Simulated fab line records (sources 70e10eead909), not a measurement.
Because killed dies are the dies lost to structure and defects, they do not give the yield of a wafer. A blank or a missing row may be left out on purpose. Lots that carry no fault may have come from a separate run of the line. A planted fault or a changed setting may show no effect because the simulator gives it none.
What tool caused it?	flow nandHarc	6 lots with 18 wafers sampled at 5 steps, on a route of 1302 steps

== WHAT THE GAUGES SHOWED, per wafer ==
NHARC_P_CONTACT_CD_MEAS_12: target cd 90 nm.
lot	measured	on	cdNm (nm)
L567	day 6 08:35	cdSem-02	89.0 90.6 89.2
L570	day 7 10:47	cdSem-02	88.2 89.4 89.3
L572	day 8 12:05	cdSem-01	88.6 88.7 88.9
L574	day 9 04:32	cdSem-01	90.1 88.6 89.1
L578	day 10 20:13	cdSem-02	100.1 100.9 99.4
L589	day 15 13:45	cdSem-01	89.2 89.0 89.7

== EACH LOT AND THE TOOL THAT RAN IT (in order: tool; ch and the chambers of the sampled wafers; start) ==
lot	NHARC_P_GATE_DESCUM_61	NHARC_P_GATE_RTA_80	NHARC_P_CONTACT_CMP_01	NHARC_P_CONTACT_EXPOSE_09
L567	rieDiel-04 ch 0,3, day 6 02:28	rtpAnneal-02 ch 0, day 6 06:19	cmp-03 ch 0,2,3, day 6 07:45	arfiScanner-01 ch 0, day 6 08:26
L570	rieDiel-01 ch 1,3, day 7 04:29	rtpAnneal-01 ch 0, day 7 08:24	cmp-04 ch 0,1, day 7 09:59	arfiScanner-03 ch 0, day 7 10:39
L572	rieDiel-04 ch 0,3, day 8 05:47	rtpAnneal-01 ch 0, day 8 09:53	cmp-03 ch 2,3, day 8 11:17	arfiScanner-03 ch 0, day 8 11:58
L574	rieDiel-04 ch 0,1, day 8 22:19	rtpAnneal-01 ch 0, day 9 02:20	cmp-03 ch 0,1, day 9 03:43	arfiScanner-01 ch 0, day 9 04:24
L578	rieDiel-04 ch 1,2, day 10 13:53	rtpAnneal-01 ch 0, day 10 17:43	cmp-04 ch 0,2,3, day 10 19:27	arfiScanner-03 ch 0, day 10 20:05
L589	rieDiel-04 ch 0,2, day 15 05:29	rtpAnneal-01 ch 0, day 15 11:29	cmp-01 ch 1,3, day 15 12:55	arfiScanner-02 ch 0, day 15 13:37
- NHARC_P_GATE_DESCUM_61: chemistry O2, time 3 s.
- NHARC_P_GATE_RTA_80: time 30 s.
- NHARC_P_CONTACT_CMP_01: polishes SiO2, target thk 200 nm.
- NHARC_P_CONTACT_EXPOSE_09: exposes mask P CA, target cd 90 nm.

== THE ANSWER, worked out from the rows above alone ==
Rule: the usual values come from the lots themselves. The widest of any qualifying gaps counts: lots, ordered by their means at a reading, are off when they make up no more than a third of the lots, leave a main group of 4 or more, and stand apart from it by 3 or more times the standard deviation of that group's means. A main group whose means are all the same, to the digits that the tables above print for the reading, isn't used. A lot without any number at a reading at which 4 lots or more have one is off too. The other lots that the step has rows for count as sound.
Off, at NHARC_P_CONTACT_CD_MEAS_12 on cdNm: L578. The main group has a mean of 89.2 nm with a standard deviation of 0.3.
A tool fits if, at a process step before that reading, it ran every lot that is off, and no sound lot after the first of them. The gauges at NHARC_P_CONTACT_CD_MEAS_12 are tried like those tools. Can't be told from this: 3 tools fit, cmp-04 at NHARC_P_CONTACT_CMP_01, arfiScanner-03 at NHARC_P_CONTACT_EXPOSE_09, cdSem-02 at NHARC_P_CONTACT_CD_MEAS_12.

== WHAT WAS PUT IN BY THE SIMULATOR ==
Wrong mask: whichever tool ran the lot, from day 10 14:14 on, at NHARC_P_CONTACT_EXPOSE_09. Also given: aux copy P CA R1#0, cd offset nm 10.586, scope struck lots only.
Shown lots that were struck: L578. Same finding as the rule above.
